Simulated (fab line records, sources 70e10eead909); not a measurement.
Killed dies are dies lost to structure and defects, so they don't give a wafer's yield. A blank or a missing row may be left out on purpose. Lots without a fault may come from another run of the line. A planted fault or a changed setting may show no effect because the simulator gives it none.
Chamber matching | flow nand_harc | NHARC_P_M1_DEP_33 on pecvd-01: 3 sister chambers
The step deposits SiCN, target thk 30 nm. 6 wafers are shown with their chamber, then 7 later ones without.

WAFERS WITH THEIR CHAMBER
wafer  | chamber | heater_power_w (W)
L084.6 | 2       | 484
L086.2 | 2       | 502
L086.6 | 1       | 767
L090.3 | 1       | 717
L091.1 | 0       | 577
L091.4 | 0       | 559

WAFERS WITHOUT THEIR CHAMBER
wafer  | heater_power_w (W)
L091.6 | 725
L092.3 | 689
L092.4 | 684
L092.5 | 677
L097.1 | 521
L097.3 | 762
L097.5 | 531

WHICH CHAMBER EACH WENT THROUGH
wafer  | from the rows above     | in truth
L091.6 | 1                       | 1
L092.3 | 1                       | 1
L092.4 | 1                       | 1
L092.5 | can't be placed: 1 or 0 | 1
L097.1 | can't be placed: 2 or 0 | 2
L097.3 | 1                       | 1
L097.5 | can't be placed: 0 or 2 | 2
Placed correctly: 4 of 7. Can't be placed from these rows: 3 (the true chamber is among the candidates in 3). Placed wrongly: 0.
How it was worked out, from the rows above alone: a wafer's distance from a chamber is the root of the sum, over the readings, of the square of ((its reading less the chamber's mean) divided by the reading's scatter). The wafer belongs to the nearest chamber; if the next one is less than 2 further off, it can't be placed. A chamber's mean is the mean of its shown wafers. The scatter: the root of (the sum of the squares of (reading less its chamber's mean) over the shown wafers, divided by (wafers less chambers)).
